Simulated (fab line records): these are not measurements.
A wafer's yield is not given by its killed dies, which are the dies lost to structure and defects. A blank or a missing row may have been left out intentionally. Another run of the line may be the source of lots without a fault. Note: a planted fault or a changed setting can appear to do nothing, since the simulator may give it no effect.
fab line records ; flow n5Finfet
[record] lots = 8; wafers = 24; lastDay = 17
route steps=1938 shown MOL_CONTACT_COAG@537 BEOL_M4@1111 PASSIVATION@1936
lots that met no fault: from a run of the same line without faults
startH: hours from the record's first day to the start of the lot's first wafer shown ; waitH: hours elapsed since this lot's preceding step ; " unchanged from the row above ; L1.1+2: one row covering several wafers at once ; - no value, or no start given ; * or withheld: withheld ; < > ~ a bound
route shown NAME@n: a module of which the file shows steps, and the number in the route of the first ; usual: average and standard deviation across the fault-free wafers ; same: alike in all rows ; chamber/n: place in a boat ; sites: readings site by site ; _std_site: the values' standard deviation ; _edge_site: mean of outer sites minus mean of inner sites ; radiusMm: how far each site lies from the wafer's centre ; mask NAME#n: copy n ; behind: the last tool/chamber to shape the wafer ; hold: what put the lot on hold/how long, in hours/how the hold closed ; device: the transistor (n, p or np) that didn't switch ; end of line: tests of these same wafers at the route's end ; step lacking rows: just its recipe ; killed: not the wafer's yield, but the dies lost to structure and defects at the first sort ; map: the dies of a wafer, with x for killed, . for not killed, _ for no die there
set.NAME: the setting as run; set.NAME@STEP: as run at that earlier step ; model.NAME: the simulator's own value behind a step, which no gauge read
steps of the route over a sample of lots; a table a step, a row a wafer
services: from which hour (startH, from the record's first day; less than 0 if before it) a tool's chamber was out of use, for how many hours, and why
[[steps]]
[step N5_MOL_CONTACT_COAG_ETCH_15]
[recipe] chemistry = CH3F/O2; target = SiNx; targetDepthA = 70; maskMaterial = SOC; stopOn = Si:P; overEtchFrac = 0.75; ionEnergyEv = 120; pressureMtorr = 30; sourceW = 395; biasW = 73; Ar_flow_sccm = 150; CH3F_flow_sccm = 30; O2_flow_sccm = 20
[usual] drypumpMotorCurrentA = 5.5/0.49; oes_f_703_au = 0.79/0.069; oesProductAu = 0.58/0.052; rfVppV = 298/4.2; showerheadPlenumPTorr = 2.01/0.073; throttleValvePct = 16.34/0.25
lot.wafer;tool;chamber;startH;waitH;drypumpMotorCurrentA;oes_f_703_au;oesProductAu;rfHoursCounterH;rfVppV;showerheadPlenumPTorr;throttleValvePct
L946.1;rieDiel-06;1;111.48;0.0;5.4;0.80;0.60;79;303;2.03;16.29
L946.2;rieDiel-06;0;111.48;0.0;5.0;0.75;0.54;169;289;2.07;16.52
L946.4;rieDiel-06;3;111.48;0.0;4.9;0.82;0.62;55;300;1.94;15.89
L952.2;rieDiel-01;2;150.71;0.0;5.1;0.78;0.58;99;292;2.11;16.61
L952.5;rieDiel-01;0;150.71;0.0;5.6;0.74;0.54;-;299;1.97;16.52
L952.6;rieDiel-01;2;150.71;0.0;5.2;0.78;0.59;-;295;2.11;16.61
L953.1;rieDiel-01;0;157.52;0.0;5.6;0.74;0.53;204;299;1.97;16.52
L953.4;rieDiel-01;3;157.52;0.0;6.5;0.87;0.63;-;304;2.12;15.97
L953.5;rieDiel-01;2;157.52;0.0;5.1;0.78;0.58;-;293;2.11;16.62
L954.2;rieDiel-01;2;161.33;0.0;5.1;0.78;0.59;103;294;2.11;16.61
L954.4;rieDiel-01;0;161.33;0.0;5.6;0.74;0.54;206;300;1.97;16.53
L954.6;rieDiel-01;1;161.33;0.0;5.7;1.00;0.71;-;291;1.97;16.09
L958.2;rieDiel-06;1;190.20;0.0;5.4;0.76;0.58;106;304;2.03;16.36
L958.3;rieDiel-06;2;190.20;0.0;5.2;0.81;0.58;115;299;1.93;16.41
L958.4;rieDiel-06;3;190.20;0.0;4.9;0.79;0.60;-;300;1.93;15.95
L960.1;rieDiel-06;3;200.25;0.0;4.9;0.79;0.60;87;301;1.93;15.96
L960.2;rieDiel-06;2;200.25;0.0;5.2;0.80;0.58;119;301;1.92;16.40
L960.5;rieDiel-06;2;200.25;0.0;5.2;0.80;0.58;-;301;1.92;16.41
L962.2;rieDiel-03;0;210.56;0.0;6.2;0.72;0.51;230;299;2.05;16.55
L962.3;rieDiel-03;3;210.56;0.0;5.8;0.87;0.67;26;299;2.04;16.25
L962.4;rieDiel-03;2;210.56;0.0;5.7;0.69;0.51;221;298;1.90;16.59
L963.1;rieDiel-06;0;215.50;0.0;5.1;0.73;0.53;199;291;2.06;16.57
L963.4;rieDiel-06;1;215.50;0.0;5.3;0.76;0.57;115;302;2.02;16.37
L963.5;rieDiel-06;1;215.50;0.0;5.3;0.76;0.56;-;301;2.02;16.36
[step N5_MOL_CONTACT_COAG_STRIP_98]
[recipe] chemistry = N2/H2; powerW = 500; tempC = 40; pressureMtorr = 50; rfFrequencyHz = 6e+07; overashFraction = 0.3; biasPowerW = 8; h2Frac = 0.5; n2FlowSccm = 300; h2FlowSccm = 300
[usual] biasPowerW = 8.001/0.021; drypumpMotorCurrentA = 5.5/0.49; n2FlowSccm = 300.0/0.95; oesProductAu = 0.80/0.073; rfVppV = 53.9/1.6; showerheadPlenumPTorr = 3.38/0.12; throttleValvePct = 19.06/0.27
lot.wafer;tool;chamber;startH;waitH;biasPowerW;drypumpMotorCurrentA;n2FlowSccm;oesProductAu;rfHoursCounterH;rfVppV;showerheadPlenumPTorr;throttleValvePct
L946.1;rieDiel-06;1;111.59;0.0;7.980;5.4;301.2;0.83;79;52.1;3.38;18.84
L946.2;rieDiel-06;0;111.59;0.0;8.008;5.0;299.9;0.75;169;51.9;3.49;19.48
L946.4;rieDiel-06;3;111.59;0.0;8.015;4.9;299.8;0.85;55;52.5;3.29;19.19
L952.2;rieDiel-01;2;150.82;0.0;7.994;5.1;299.0;0.79;99;50.8;3.53;19.30
L952.5;rieDiel-01;0;150.82;0.0;7.994;5.7;299.7;0.72;-;53.8;3.32;18.94
L952.6;rieDiel-01;2;150.82;0.0;7.995;5.1;298.5;0.79;-;55.5;3.53;19.27
L953.1;rieDiel-01;0;157.63;0.0;7.998;5.7;299.7;0.73;204;53.7;3.31;18.97
L953.4;rieDiel-01;3;157.63;0.0;7.999;6.5;300.1;0.87;-;54.2;3.56;18.57
L953.5;rieDiel-01;2;157.63;0.0;8.051;5.1;299.5;0.80;-;54.8;3.53;19.28
L954.2;rieDiel-01;2;161.44;0.0;8.038;5.2;299.1;0.81;103;52.0;3.53;19.25
L954.4;rieDiel-01;0;161.44;0.0;7.997;5.6;299.8;0.73;206;55.2;3.31;18.97
L954.6;rieDiel-01;1;161.44;0.0;7.983;5.8;300.0;0.99;-;54.0;3.30;18.96
L958.2;rieDiel-06;1;190.30;0.0;7.980;5.3;300.6;0.80;106;55.5;3.37;18.86
L958.3;rieDiel-06;2;190.30;0.0;7.993;5.2;299.2;0.80;115;48.8;3.26;19.26
L958.4;rieDiel-06;3;190.30;0.0;8.002;4.9;300.5;0.82;-;51.5;3.28;19.24
L960.1;rieDiel-06;3;200.36;0.0;7.959;4.9;299.2;0.81;87;55.3;3.27;19.24
L960.2;rieDiel-06;2;200.36;0.0;8.024;5.2;301.3;0.80;119;53.0;3.25;19.24
L960.5;rieDiel-06;2;200.36;0.0;8.063;5.2;301.1;0.80;-;56.8;3.26;19.25
L962.2;rieDiel-03;0;210.67;0.0;7.996;6.2;300.8;0.69;230;56.1;3.46;19.29
L962.3;rieDiel-03;3;210.67;0.0;8.000;5.8;299.8;0.92;26;54.2;3.41;18.79
L962.4;rieDiel-03;2;210.67;0.0;8.018;5.8;299.0;0.71;221;53.8;3.19;19.14
L963.1;rieDiel-06;0;215.61;0.0;8.013;5.1;298.7;0.74;199;54.1;3.47;19.52
L963.4;rieDiel-06;1;215.61;0.0;8.003;5.4;298.1;0.78;115;52.0;3.36;18.88
L963.5;rieDiel-06;1;215.61;0.0;7.986;5.4;299.8;0.79;-;54.9;3.36;18.90
[step N5_MOL_CONTACT_COAG_CMP_28]
[recipe] stopOn = SiNx; tOverpolishS = 0.85; postCmpClean = alkalineBrush; downForcePsi = 4.15; platenRpm = 51.8; padVelocityMS = 1.0307; targetThkNm = 14.522
[usual] motorCurrentA = 12.6/1; platenRpm = 51.80/0.036; timeToEndpointS = 5.0/2.8
lot.wafer;tool;chamber;startH;waitH;motorCurrentA;platenRpm;timeToEndpointS
L946.4;cmp-03;2;119.35;0.8;13.3;51.79;1.4
L946.2;cmp-03;3;119.35;0.8;12.7;51.78;2.3
L946.1;cmp-03;1;119.35;0.8;11.6;51.79;3.3
L952.2;cmp-01;2;158.62;0.8;13.4;51.74;5.5
L952.5;cmp-01;1;158.62;0.8;10.7;51.79;7.1
L952.6;cmp-01;2;158.62;0.8;14.8;51.80;6.5
L953.1;cmp-03;2;166.59;0.8;14.1;51.79;0.5
L953.4;cmp-03;0;166.59;0.8;12.6;51.81;4.9
L953.5;cmp-03;3;166.59;0.8;11.8;51.81;0.0
L954.4;cmp-01;1;169.89;0.8;11.1;51.76;5.4
L954.2;cmp-01;3;169.89;0.8;13.7;51.80;7.7
L954.6;cmp-01;2;169.89;0.8;14.0;51.81;6.7
L958.4;cmp-02;2;199.70;0.8;12.2;51.82;7.8
L958.2;cmp-02;0;199.70;0.8;12.3;51.82;8.5
L958.3;cmp-02;1;199.70;0.8;12.7;51.84;9.5
L960.2;cmp-03;1;206.70;0.8;11.9;51.71;2.1
L960.1;cmp-03;2;206.70;0.8;13.6;51.82;1.9
L960.5;cmp-03;0;206.70;0.8;13.1;51.74;6.2
L962.2;cmp-03;3;218.74;0.8;11.5;51.78;0.3
L962.3;cmp-03;0;218.74;0.8;12.3;51.82;7.8
L962.4;cmp-03;2;218.74;0.8;13.4;51.83;3.3
L963.4;cmp-02;2;224.15;0.8;11.8;51.80;4.8
L963.1;cmp-02;3;224.15;0.8;13.8;51.82;8.1
L963.5;cmp-02;3;224.15;0.8;13.5;51.77;6.4
[step N5_MOL_CONTACT_COAG_COAT_77]
[recipe] resist = underlayer; tempC = 205; timeS = 60; spinRpm = 1500; resistThkNm = 10
[usual] resistLineTempC = 23.00/0.12; spinSpeedRpm = 1500.0/0.85
lot.wafer;tool;chamber;startH;waitH;resistLineTempC;spinSpeedRpm
L946.1;lithoTrack-04;0;120.48;-;23.26;1501.0
L946.2;lithoTrack-04;0;120.48;-;23.22;1499.7
L946.4;lithoTrack-04;0;120.48;-;23.32;1500.7
L952.2;lithoTrack-02;0;159.64;-;22.97;1782.7
L952.5;lithoTrack-02;0;159.64;-;22.94;1782.9
L952.6;lithoTrack-02;0;159.64;-;23.07;1782.3
L953.1;lithoTrack-02;0;167.49;-;23.02;1783.6
L953.4;lithoTrack-02;0;167.49;-;23.05;1784.0
L953.5;lithoTrack-02;0;167.49;-;23.04;1783.6
L954.2;lithoTrack-05;0;170.80;-;23.02;1499.4
L954.4;lithoTrack-05;0;170.80;-;22.81;1500.0
L954.6;lithoTrack-05;0;170.80;-;22.96;1501.2
L958.2;lithoTrack-05;0;200.60;-;22.94;1499.2
L958.3;lithoTrack-05;0;200.60;-;23.03;1499.2
L958.4;lithoTrack-05;0;200.60;-;22.83;1499.5
L960.1;lithoTrack-04;0;207.61;-;23.18;1501.1
L960.2;lithoTrack-04;0;207.61;-;23.28;1498.0
L960.5;lithoTrack-04;0;207.61;-;23.14;1499.7
L962.2;lithoTrack-04;0;219.64;-;23.03;1499.7
L962.3;lithoTrack-04;0;219.64;-;23.00;1498.3
L962.4;lithoTrack-04;0;219.64;-;23.08;1499.8
L963.1;lithoTrack-05;0;225.06;-;22.99;1500.3
L963.4;lithoTrack-05;0;225.06;-;22.97;1499.8
L963.5;lithoTrack-05;0;225.06;-;22.95;1501.3
[step N5_MOL_CONTACT_COAG_ETCH_89]
[recipe] chemistry = N2/H2; target = underlayer; targetDepthA = 130; maskMaterial = CAR-EUV; timeS = 10.4; ionEnergyEv = 200; pressureMtorr = 30; sourceW = 840; biasW = 150; n2FlowSccm = 200; h2FlowSccm = 200; ends = cleared
[usual] drypumpMotorCurrentA = 5.5/0.48; etchRfOnTimeS = 10.37/0.23; n2FlowSccm = 200.0/0.63; oesProductAu = 0.68/0.061; rfVppV = 523.7/2.6; showerheadPlenumPTorr = 2.54/0.087; throttleValvePct = 17.88/0.24
lot.wafer;tool;chamber;startH;waitH;drypumpMotorCurrentA;etchRfOnTimeS;n2FlowSccm;oesProductAu;rfHoursCounterH;rfVppV;showerheadPlenumPTorr;throttleValvePct
L946.1;rieDiel-01;3;120.96;0.0;6.5;9.99;199.8;0.77;29;528.8;2.70;17.50
L946.2;rieDiel-01;1;120.96;0.0;5.7;10.53;200.8;0.58;243;520.7;2.50;18.11
L946.4;rieDiel-01;0;120.96;0.0;5.7;10.25;200.2;0.63;192;523.4;2.51;17.96
L952.2;rieDiel-06;3;160.08;0.0;4.9;9.72;200.6;0.70;72;521.9;2.48;17.70
L952.5;rieDiel-06;0;160.08;0.0;5.1;9.57;200.2;0.62;-;526.8;2.64;18.23
L952.6;rieDiel-06;3;160.08;0.0;4.9;9.80;200.1;0.70;-;521.8;2.48;17.73
L953.1;rieDiel-01;2;168.07;0.0;5.2;9.95;200.2;0.67;106;528.4;2.67;18.16
L953.4;rieDiel-01;0;168.07;0.0;5.6;9.47;200.8;0.62;208;523.7;2.51;17.99
L953.5;rieDiel-01;0;168.07;0.0;5.6;9.45;200.3;0.62;-;523.6;2.51;17.99
L954.2;rieDiel-03;1;171.36;0.0;4.9;10.62;199.5;0.68;98;522.6;2.45;17.43
L954.4;rieDiel-03;0;171.36;0.0;6.2;10.13;199.9;0.60;222;525.8;2.63;18.15
L954.6;rieDiel-03;2;171.36;0.0;5.8;10.51;200.2;0.60;-;521.2;2.41;18.02
L958.2;rieDiel-06;3;201.24;0.0;4.9;10.65;199.7;0.68;87;522.1;2.48;17.75
L958.3;rieDiel-06;1;201.24;0.0;5.4;10.38;200.0;0.67;110;525.6;2.55;17.77
L958.4;rieDiel-06;2;201.24;0.0;5.2;10.19;200.4;0.68;-;521.5;2.46;18.07
L960.1;rieDiel-01;1;208.05;0.0;5.7;10.30;200.8;0.80;16;522.8;2.49;17.73
L960.2;rieDiel-01;2;208.05;0.0;5.1;10.73;199.1;0.65;122;527.4;2.67;18.21
L960.5;rieDiel-01;0;208.05;0.0;5.6;10.31;199.9;0.62;-;524.7;2.50;18.02
L962.2;rieDiel-06;1;220.36;0.0;5.4;10.35;199.9;0.67;117;524.7;2.54;17.77
L962.3;rieDiel-06;2;220.36;0.0;5.2;10.08;198.8;0.67;126;521.0;2.46;18.09
L962.4;rieDiel-06;0;220.36;0.0;5.0;10.41;200.3;0.61;200;525.8;2.63;18.24
L963.1;rieDiel-06;2;226.60;0.0;5.2;10.12;199.7;0.68;128;520.3;2.46;18.07
L963.4;rieDiel-06;0;226.60;0.0;5.0;10.51;200.1;0.61;202;525.4;2.63;18.23
L963.5;rieDiel-06;3;226.60;0.0;4.9;10.73;201.3;0.68;-;522.2;2.47;17.76
[step N5_BEOL_M4_RC_MEAS_101]
[usual] DIBL_N = 36.3/1.7; DIBL_P = 36.5/1.8; IOFF_N = 0.16/0.033; IOFF_P = 0.21/0.037; ION_N = 675/11; ION_P = 462/7.9; SS_N = 71.6/0.64; SS_P = 73.3/0.68; VT_N = 249/3.3; VT_P = -250/3.3
lot.wafer;tool;chamber;startH;waitH;DIBL_N[mV/V];DIBL_P[mV/V];IOFF_N[nA/um];IOFF_P[nA/um];ION_N[uA/um];ION_P[uA/um];SS_N[mV/dec];SS_P[mV/dec];VT_N[mV];VT_P[mV]
L946.1;prober-01;0;182.71;0.0;36.4;35.8;0.15;0.22;672;463;72.0;72.9;249;-248
L946.2;prober-01;0;182.71;0.0;38.2;38.6;0.19;0.26;682;470;71.9;74.6;245;-246
L946.4;prober-01;0;182.71;0.0;37.6;37.2;0.16;0.24;671;466;72.3;74.0;250;-245
L952.2;prober-01;0;223.35;0.2;34.9;35.2;0.15;0.22;679;467;71.0;73.7;249;-250
L952.5;prober-01;0;223.35;0.2;35.6;36.8;0.16;0.23;675;467;71.6;74.1;249;-248
L952.6;prober-01;0;223.35;0.2;33.3;33.1;0.12;0.19;690;479;70.1;72.8;254;-249
L953.1;prober-01;0;225.25;0.0;35.8;36.3;0.16;0.20;684;464;71.3;72.9;249;-251
L953.4;prober-01;0;225.25;0.0;35.6;34.7;0.15;0.17;666;450;71.1;72.7;249;-253
L953.5;prober-01;0;225.25;0.0;34.2;33.9;0.13;0.17;657;448;71.1;72.1;251;-253
L954.2;prober-02;0;231.18;0.2;37.2;37.8;0.19;0.25;685;472;72.0;72.9;246;-244
L954.4;prober-02;0;231.18;0.2;37.7;39.0;0.19;0.27;675;466;72.6;73.8;246;-247
L954.6;prober-02;0;231.18;0.2;35.5;36.4;0.16;0.23;683;475;71.1;73.1;249;-248
L958.2;prober-02;0;258.71;0.2;38.3;38.1;0.17;0.20;681;455;72.2;74.4;250;-254
L958.3;prober-02;0;258.71;0.2;37.4;36.6;0.15;0.19;660;457;72.0;73.6;252;-255
L958.4;prober-02;0;258.71;0.2;39.3;38.4;0.17;0.20;661;450;73.0;73.8;251;-253
L960.1;prober-02;0;270.29;0.0;37.0;38.3;0.22;0.22;705;462;72.0;73.2;243;-251
L960.2;prober-02;0;270.29;0.0;38.2;39.1;0.23;0.23;686;456;72.5;73.7;244;-248
L960.5;prober-02;0;270.29;0.0;37.9;38.9;0.24;0.23;683;458;72.2;73.6;240;-250
L962.2;prober-02;0;288.09;0.2;33.4;33.1;0.13;0.17;682;465;71.4;72.7;251;-254
L962.3;prober-02;0;288.09;0.2;35.3;34.8;0.16;0.19;677;462;71.3;73.6;247;-251
L962.4;prober-02;0;288.09;0.2;34.3;33.9;0.14;0.18;672;459;71.9;73.2;250;-252
L963.1;prober-02;0;291.64;0.0;40.0;40.9;0.28;0.27;717;475;72.9;74.6;241;-250
L963.4;prober-02;0;291.64;0.0;38.2;38.7;0.23;0.24;695;461;73.1;74.5;242;-249
L963.5;prober-02;0;291.64;0.0;37.6;37.9;0.21;0.22;687;459;71.7;73.4;245;-251
[step N5_PASSIVATION_PROBE_49]
[usual] defectLimitedYield = 91.3/1.5; killed_at_M0_to_M3 = 34/9.4; killed_at_M4_up = 13/5.3; killedAtContacts = 13/5.7; killedAtFrontEnd = 40/10; killedAtOther = 3.7/2.8; killedDies = 103/17; killedOpen = 67/13; killedShort = 35/8.5; sort_bin_4_leakage = 0.00/0.016; sort_bin_5_function = 5.0/0.98; sort_bin_6_memory = 3.3/0.7; sortNPass = 1077/17; sortYieldPct = 91.3/1.5
[same] grossDies = 1180; killedAtBackSide = 0; sort_bin_8_speed[%] = 0
lot.wafer;tool;chamber;startH;waitH;defectLimitedYield[%];killed_at_M0_to_M3;killed_at_M4_up;killedAtContacts;killedAtFrontEnd;killedAtOther;killedDies;killedOpen;killedShort;sort_bin_4_leakage[%];sort_bin_5_function[%];sort_bin_6_memory[%];sortNPass;sortYieldPct[%]
L952.2;prober-02;-;326.72;0.2;90.4;33;18;11;45;6;113;75;37;0;4.9;4.2;1067;90.4
L953.1;prober-02;-;331.64;0.0;90.8;43;23;7;34;2;109;81;28;0;5.0;4.2;1071;90.8
L954.2;prober-01;-;332.62;0.1;88.7;32;13;38;50;0;133;78;52;0;6.0;4.9;1047;88.7
L954.4;prober-01;-;332.72;0.2;90.8;33;14;25;36;1;109;67;36;0;5.7;3.4;1071;90.8
L954.6;prober-01;-;332.82;0.3;90.7;40;17;22;28;3;110;76;26;0;5.7;3.1;1070;90.7
// killed by level:class
L952.2 BEOL_M2:geometricParticle:open=13 FIN_SAQP:geometricParticle:open=10 MOL_CONTACT_COAG:geometricParticle:open=8 GATE_CUT:geometricParticle:short=8 FIN_SAQP:geometricParticle:short=7 STI_FIN_REVEAL:geometricParticle:open=6 BEOL_M1:geometricParticle:open=5 BEOL_M4:geometricParticle:open=5
L953.1 DUMMY_GATE:geometricParticle:open=11 BEOL_M2:geometricParticle:open=11 BEOL_M0_SAQP:geometricParticle:short=10 STI_FIN_REVEAL:geometricParticle:open=9 BEOL_M0_SAQP:geometricParticle:open=6 MOL_CONTACT_COAG:geometricParticle:open=6 BEOL_M4:geometricParticle:open=6 FIN_SAQP:geometricParticle:short=5
L954.2 MOL_CONTACT_COAG:geometricParticle:open=31 FIN_SAQP:geometricParticle:short=13 STI_FIN_REVEAL:geometricParticle:open=10 BEOL_M3:geometricParticle:open=10 MOL_CONTACT_COAG:geometricParticle:short=7 STARTING-WAFER:geometricParticle:short=7 BEOL_M2:geometricParticle:open=5 STI_FIN_REVEAL:geometricParticle:short=4
L954.4 MOL_CONTACT_COAG:geometricParticle:open=20 BEOL_M2:geometricParticle:open=9 BEOL_M0_SAQP:geometricParticle:short=8 STI_FIN_REVEAL:geometricParticle:open=7 FIN_SAQP:geometricParticle:short=5 MOL_CONTACT_COAG:geometricParticle:short=5 BEOL_M3:geometricParticle:open=5 FIN_SAQP:geometricParticle:open=4
L954.6 MOL_CONTACT_COAG:geometricParticle:open=18 BEOL_M3:geometricParticle:open=12 BEOL_M0_SAQP:geometricParticle:open=10 HKMG_FIN:areaEtch=6 FIN_SAQP:geometricParticle:open=4 GATE_CUT:geometricParticle:open=4 MOL_CONTACT_COAG:geometricParticle:short=4 BEOL_M1:geometricParticle:open=4
[[services]]
tool;chamber;startH;hours;kind
rieDiel-06;-;89.79;0.7;repair
cmp-02;-;111.91;0.3;repair
rieDiel-03;3;115.55;-;clean
rieDiel-03;3;115.55;-;consumableReplace:focusRing
rieDiel-03;3;115.55;23.0;scheduledDown
rieDiel-03;3;115.55;23.0;ventCycle
cmp-02;-;119.22;4.0;pm
cmp-01;-;121.79;5.5;pm
cmp-02;-;123.22;-;consumableReplace:conditioner
cmp-02;-;123.22;-;consumableReplace:pad
rieDiel-03;2;140.46;3.9;repair
rieDiel-01;1;146.78;-;clean
rieDiel-01;1;146.78;-;consumableReplace:focusRing
rieDiel-01;1;146.78;13.0;scheduledDown
rieDiel-01;1;146.78;13.0;ventCycle
cmp-02;-;152.72;2.9;repair
cmp-03;-;185.30;6.0;repair
rieDiel-03;0;187.82;10.9;repair
rieDiel-06;0;188.36;17.2;repair
cmp-01;-;193.40;0.3;repair
rieDiel-03;1;213.27;14.2;repair
rieDiel-03;0;218.88;6.2;repair
cmp-01;-;221.20;4.0;pm
cmp-01;-;225.20;-;consumableReplace:conditioner
[[key]]
[firstSign] step = N5_MOL_CONTACT_COAG_COAT_77; reading = spinSpeedRpm; direction = up; sigmas = 99+; usual = *; struck = *
[effect] step = N5_MOL_CONTACT_COAG_ETCH_89; reading = etchRfOnTimeS; direction = down; sigmas = 3.1; usual = *; struck = *
metAt N5_MOL_CONTACT_COAG_COAT_77
struckLots L952,L953
notActingAt N5_MOL_CONTACT_COAG_ETCH_15,N5_MOL_CONTACT_COAG_STRIP_98,N5_MOL_CONTACT_COAG_CMP_28
[fault] kind = processParameterDrift; tool = lithoTrack-02; chamber = -; onsetH = 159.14; steps = N5_MOL_CONTACT_COAG_COAT_77; channel = spinRpm; offset = *; shape = step; endH = 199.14; actsIn = *; stated = *
